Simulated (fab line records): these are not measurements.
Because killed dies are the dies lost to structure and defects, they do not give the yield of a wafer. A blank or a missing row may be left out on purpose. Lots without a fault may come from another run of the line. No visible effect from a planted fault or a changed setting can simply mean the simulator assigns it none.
Lot-split experiment / flow n5_finfet / 21 wafers read from 7 lots, route of 1938 steps

ABOUT THE SPLIT
At N5_BEOL_M12_TRENCH_ETCH_34 (etches SiOC in C4F8/O2/Ar, target depth 318.95 nm, time 125.5 s), the setting time_s was moved away from the recipe's 125.5 s on 8 of the 21 wafers read, by -19.8% to +21.4%. All remaining wafers had this setting at the recipe value.

FROM THE SPLIT ON TO THE READING: in between, the file shows 1 step
- N5_BEOL_M12_STRIP_70: strips in C4F8/O2/Ar

THE READING
trench_depth_nm, in nm, at N5_BEOL_M12_OCD_MEAS_35. A value of 319 nm with a standard deviation of 4.2 nm is what fault-free wafers of this fab line usually give.

wafer=L076.3; tool, chamber at the split=rie_diel-05, 3; time_s as run, s=152.3; against the recipe=+21.4%; trench_depth_nm, nm=390; against lot-mates on the recipe=+70
wafer=L076.4; tool, chamber at the split=rie_diel-05, 0; time_s as run, s=152.3; against the recipe=+21.4%; trench_depth_nm, nm=383; against lot-mates on the recipe=+63
wafer=L076.6; tool, chamber at the split=rie_diel-05, 2; time_s as run, s=125.5; against the recipe=recipe; trench_depth_nm, nm=320; against lot-mates on the recipe=-
wafer=L080.1; tool, chamber at the split=rie_diel-05, 2; time_s as run, s=125.5; against the recipe=recipe; trench_depth_nm, nm=317; against lot-mates on the recipe=-
wafer=L080.4; tool, chamber at the split=rie_diel-05, 2; time_s as run, s=125.5; against the recipe=recipe; trench_depth_nm, nm=319; against lot-mates on the recipe=-
wafer=L080.5; tool, chamber at the split=rie_diel-05, 0; time_s as run, s=100.7; against the recipe=-19.8%; trench_depth_nm, nm=253; against lot-mates on the recipe=-65
wafer=L077.1; tool, chamber at the split=rie_diel-06, 2; time_s as run, s=125.5; against the recipe=recipe; trench_depth_nm, nm=327; against lot-mates on the recipe=-
wafer=L077.2; tool, chamber at the split=rie_diel-06, 1; time_s as run, s=125.5; against the recipe=recipe; trench_depth_nm, nm=317; against lot-mates on the recipe=-
wafer=L077.6; tool, chamber at the split=rie_diel-06, 1; time_s as run, s=125.5; against the recipe=recipe; trench_depth_nm, nm=315; against lot-mates on the recipe=-
wafer=L079.2; tool, chamber at the split=rie_diel-04, 2; time_s as run, s=125.5; against the recipe=recipe; trench_depth_nm, nm=308; against lot-mates on the recipe=-
wafer=L079.4; tool, chamber at the split=rie_diel-04, 3; time_s as run, s=142.1; against the recipe=+13.2%; trench_depth_nm, nm=353; against lot-mates on the recipe=+42
wafer=L079.6; tool, chamber at the split=rie_diel-04, 0; time_s as run, s=125.5; against the recipe=recipe; trench_depth_nm, nm=314; against lot-mates on the recipe=-
wafer=L081.2; tool, chamber at the split=rie_diel-04, 2; time_s as run, s=112.2; against the recipe=-10.6%; trench_depth_nm, nm=280; against lot-mates on the recipe=-31
wafer=L081.3; tool, chamber at the split=rie_diel-04, 1; time_s as run, s=112.2; against the recipe=-10.6%; trench_depth_nm, nm=282; against lot-mates on the recipe=-29
wafer=L081.6; tool, chamber at the split=rie_diel-04, 2; time_s as run, s=125.5; against the recipe=recipe; trench_depth_nm, nm=311; against lot-mates on the recipe=-
wafer=L084.2; tool, chamber at the split=rie_diel-05, 0; time_s as run, s=125.5; against the recipe=recipe; trench_depth_nm, nm=318; against lot-mates on the recipe=-
wafer=L084.4; tool, chamber at the split=rie_diel-05, 1; time_s as run, s=145.3; against the recipe=+15.8%; trench_depth_nm, nm=371; against lot-mates on the recipe=+53
wafer=L084.6; tool, chamber at the split=rie_diel-05, 0; time_s as run, s=125.5; against the recipe=recipe; trench_depth_nm, nm=318; against lot-mates on the recipe=-
wafer=L085.1; tool, chamber at the split=rie_diel-04, 1; time_s as run, s=125.5; against the recipe=recipe; trench_depth_nm, nm=317; against lot-mates on the recipe=-
wafer=L085.3; tool, chamber at the split=rie_diel-04, 0; time_s as run, s=125.5; against the recipe=recipe; trench_depth_nm, nm=319; against lot-mates on the recipe=-
wafer=L085.6; tool, chamber at the split=rie_diel-04, 0; time_s as run, s=148.9; against the recipe=+18.6%; trench_depth_nm, nm=377; against lot-mates on the recipe=+59

THE FIT
A straight line over all 21 wafers: trench_depth_nm changes by +3.25 nm for each +1% of time_s; r = +0.99; the points scatter about the line by 4.2 nm.
The same after taking each lot's own level away (the mean of its wafers on the recipe; 21 wafers): +3.15 nm for each +1%; r = +1.00; scatter 3 nm.
That fit puts the effect of the largest move of time_s on the reading at 67 nm.
Measured against the standard deviation above, the lots' own levels, which go from 311.0 to 320.0 nm, span 2.1 times it.
The two slopes agree, so the slope changes little with the lot-to-lot level.
Check: for one of the wafers moved furthest among these (+21.4%), held out of the fit, the line's prediction against its lot-mates is +66.9 nm. It came out at +70 nm against them.

THE OTHER SPLITS THESE WAFERS WENT THROUGH
Other splits were also applied to these wafers ahead of the reading. Each is held against what the fit with the lots' levels taken away leaves over:
other split on the same wafers=N5_BEOL_M9_ETCH_66 time_s; wafers away from the commonest value=4; r with trench_depth_nm (lot level and that fit taken away)=-0.22
other split on the same wafers=N5_BEOL_M10_ILD_DEP_00 time_s; wafers away from the commonest value=4; r with trench_depth_nm (lot level and that fit taken away)=+0.11
other split on the same wafers=N5_BEOL_M10_PECVD_70 temp_c; wafers away from the commonest value=7; r with trench_depth_nm (lot level and that fit taken away)=+0.00
other split on the same wafers=N5_BEOL_M11_ETCH_62 time_s; wafers away from the commonest value=9; r with trench_depth_nm (lot level and that fit taken away)=+0.04
other split on the same wafers=N5_BEOL_M11_COAT_22 spin_rpm; wafers away from the commonest value=6; r with trench_depth_nm (lot level and that fit taken away)=-0.16
other split on the same wafers=N5_BEOL_M12_COAT_04 spin_rpm; wafers away from the commonest value=9; r with trench_depth_nm (lot level and that fit taken away)=-0.12

THE WHOLE CHAIN: every reading that the file lists as answering this split, in the file's order
step=N5_BEOL_M12_TRENCH_ETCH_34; what it does=etches SiOC in C4F8/O2/Ar, target depth 318.95 nm, time 125.5 s; reading=etch.depth_nm (the simulator's own value, which no gauge read); change (the file's fit)=+3.18 nm for each +1% of the setting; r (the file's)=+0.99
step=N5_BEOL_M12_OCD_MEAS_35; what it does=; reading=trench_depth_nm; change (the file's fit)=+3.18 nm for each +1% of the setting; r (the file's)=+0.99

THE FILE'S OWN FIT
trench_depth_nm changes by +3.18 nm for each +1% of time_s, r = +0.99.
